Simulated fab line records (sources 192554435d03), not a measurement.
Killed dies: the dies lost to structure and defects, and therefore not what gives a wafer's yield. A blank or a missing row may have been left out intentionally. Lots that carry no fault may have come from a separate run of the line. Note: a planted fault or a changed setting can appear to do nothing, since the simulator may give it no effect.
Problem report in the 8D (eight disciplines) form, filled by code || flow n5Finfet || the parts of the form that need people (team, actions taken, sign-off) are left out

== 1. WHAT IS WRONG ==
runLengthS at N5_BEOL_M6_ETCH_41 reads a mean of 95.4 s on 2 wafers of 2 lots; wafers without a fault read 75.2 s with a standard deviation of 0.46. That is +44 standard deviations from the usual mean.
The step: etches SiCN in CH3F/O2, target depth 29.7 nm, time 52 s.
Seen first at day 15 21:44 on rieDiel-05, wafer L200.1. The record has a number at this step for 31 wafers belonging to 11 lots. The rule behind "out" and "out of limits": a value lying over 4 standard deviations away from the usual mean. Any other wafer with a number is counted as sound.

== 2. WHAT IT IS; WHAT IT IS NOT ==
{"question": "which readings at this step", "is": "runLengthS", "is not": "drypumpMotorCurrentA, oesProductAu, rfFwdPowerW, rfVppV, showerheadPlenumPTorr, throttleValvePct"}
{"question": "which lots", "is": "L200, L202", "is not": "L182, L184, L186, L187, L189, L190, L193, L194, L205"}
{"question": "which wafers of those lots", "is": "L200.1, L202.1", "is not": "L200.4, L202.4"}
{"question": "read on which tools", "is": "rieDiel-05", "is not": "rieDiel-01, rieDiel-03"}
{"question": "when", "is": "from day 15 21:44", "is not": "up to then (25 sound wafers); but 4 sound wafers of L202, L205 came after"}

== 3. SUSPECTS, AND WHAT RULES EACH OUT ==
Counting: a tool at a process step up to the reading stays a suspect if it ran every lot that is out. Sound lots after the first of them don't rule it out here, since some wafers of a struck lot are sound.
- rieDiel-01 at N5_BEOL_M6_ETCH_62 (etches SOC in N2/H2, target depth 110 nm, overetch 22 nm, time 165 s): kept. Every lot that is out went through it, the first being L200 (day 15 20:22); the last sound lot it ran before that was L193 (day 14 03:33).
- rieDiel-05 at N5_BEOL_M6_ETCH_41 (etches SiCN in CH3F/O2, target depth 29.7 nm, time 52 s): kept. Every lot that is out went through it, the first being L200 (day 15 21:44); the last sound lot it ran before that was L193 (day 14 05:02). Out on those wafers are its own readings of runLengthS.
- Within rieDiel-01 at N5_BEOL_M6_ETCH_62: the wafers that are out ran in chambers 2, 3; their sound lot-mates ran in chamber 0.
What counting leaves: rieDiel-01 at N5_BEOL_M6_ETCH_62 and rieDiel-05 at N5_BEOL_M6_ETCH_41.

== 4. THE CAUSE (what the simulator had put in) ==
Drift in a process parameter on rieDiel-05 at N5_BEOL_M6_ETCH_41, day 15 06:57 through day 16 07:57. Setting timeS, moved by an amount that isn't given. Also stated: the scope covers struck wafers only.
Counting leaves 2 suspects; this tool is one of them.

== 5. THE CHAIN OF EFFECTS, in route order ==
One row per reading whose mean, taken over the struck wafers that have a number, lies over 3 standard deviations from the usual. Only readings whose record carries a usual standard deviation are examined. hours: median over the lots of the time between each lot's start at the first step of this table that gives one and its start at this step. sigmas: the change, counted in usual standard deviations.
{"hours": 0, "step": "N5_BEOL_M6_ETCH_41", "reading": "runLengthS", "usual": "75.2 s", "on struck wafers": 95.4, "change": "+20.2", "sigmas": "+44"}
Its process steps:
- N5_BEOL_M6_ETCH_41: etches SiCN in CH3F/O2, target depth 29.7 nm, time 52 s.

== 6. HOW IT WOULD HAVE BEEN CAUGHT EARLIER ==
15 hours passed between the start of the fault at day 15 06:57 and the first reading out of limits in this record, taken at day 15 21:44.
